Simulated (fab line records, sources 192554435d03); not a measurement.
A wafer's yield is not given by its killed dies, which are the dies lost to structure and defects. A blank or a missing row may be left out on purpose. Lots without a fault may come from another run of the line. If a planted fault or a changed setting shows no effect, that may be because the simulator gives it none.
Code-filled problem report in 8D (eight disciplines) form    flow n5-finfet    the parts of the form that need people (team, actions taken, sign-off) are left out

1. PROBLEM STATEMENT
N5_PASSIVATION_PROBE_49, killed-at-contacts: mean 272 over 1 wafer from 1 lot; wafers with no fault: 13, standard deviation 7.2. Measured from the usual mean, that is +36 standard deviations.
Seen first at day 18 17:10 on prober-02, wafer L484.3. The record holds 2 wafers of 1 lot with a number at this step. By rule, "out" or "out of limits" means more than 4 standard deviations away from the usual mean. Any other wafer with a number is counted as sound.

2. WHAT IT IS AND WHAT IT IS NOT
question                     is                                                                                                       is not
which readings at this step  killed-at-contacts, defect-limited-yield, killed-dies, sort_bin_5_function, sort-n-pass, sort-yield-pct  killed_at_M0_to_M3, killed_at_M4_up, killed-at-other, killed-on-rim, killed-open, sort_bin_6_memory
which lots                   L484                                                                                                     -
which wafers of those lots   L484.3                                                                                                   L484.4
read on which tools          prober-02                                                                                                -
when                         from day 18 17:10                                                                                        up to then (0 sound wafers); but 1 sound wafer of L484 came after

3. THE SUSPECTS, EACH WITH WHAT RULES IT OUT
Counting: a tool at a process step up to the reading stays a suspect if it ran every lot that is out. Sound lots after the first of them don't rule it out here, since some wafers of a struck lot are sound.
- rie-diel-03 at N5_MOL_CONTACT_COAG_ETCH_48 (etches SiOC in C4F6/O2, target depth 15 nm, overetch 4.5 nm, time 17 s): kept. It ran the lot that is out, L484 (day 9 03:28).
- prober-02 at N5_PASSIVATION_PROBE_49: kept. It ran the lot that is out, L484 (day 18 17:10). On those wafers its own readings are out: defect-limited-yield, killed-at-contacts, killed-dies, sort_bin_5_function, sort-n-pass, sort-yield-pct.
- Within rie-diel-03 at N5_MOL_CONTACT_COAG_ETCH_48, the wafers that are out were processed in chamber 0 and their sound lot-mates in chamber 3.
Left after counting: rie-diel-03 at N5_MOL_CONTACT_COAG_ETCH_48, prober-02 at N5_PASSIVATION_PROBE_49.

4. THE CAUSE (what the simulator had put in)
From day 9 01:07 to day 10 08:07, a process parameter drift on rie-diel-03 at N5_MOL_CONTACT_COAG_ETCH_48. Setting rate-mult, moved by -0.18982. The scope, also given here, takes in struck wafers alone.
Counting leaves 2 suspects; this tool is one of them.

5. THE EFFECT CHAIN, in route order
One row per reading whose mean, taken over the struck wafers that have a number, lies over 3 standard deviations from the usual. Readings are gone through only where the record gives a usual standard deviation; hours: the median, over the lots, of the time from a lot's start at the first step in this table giving one to that lot's start at this step; sigmas: the change measured in usual standard deviations.
hours  step                     reading               usual   on struck wafers  change  sigmas
0      N5_PASSIVATION_PROBE_49  defect-limited-yield  91.0 %  67.4              -23.6   -16
0      N5_PASSIVATION_PROBE_49  killed-at-contacts    13      272               +259    +36
0      N5_PASSIVATION_PROBE_49  killed-dies           106     385               +279    +16
0      N5_PASSIVATION_PROBE_49  sort_bin_5_function   5.3 %   28.4              +23.1   +24
0      N5_PASSIVATION_PROBE_49  sort-n-pass           1074    795               -279    -16
0      N5_PASSIVATION_PROBE_49  sort-yield-pct        91.0 %  67.4              -23.6   -16
Its process steps:
- N5_PASSIVATION_PROBE_49

6. WHAT WOULD HAVE CAUGHT IT SOONER
The fault began at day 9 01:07; the first out-of-limits reading in this record came at day 18 17:10, 232 hours later.
No tool reading at N5_MOL_CONTACT_COAG_ETCH_48 that has a usual standard deviation in the record was out on any struck wafer, so an alarm limit of 4 standard deviations on those readings would not have fired.
Each of the lots that are out, 1 in all, had begun N5_MOL_CONTACT_COAG_ETCH_48 on rie-diel-03 no later than day 18 17:10. Tool hold at that time: it would have spared none of them.
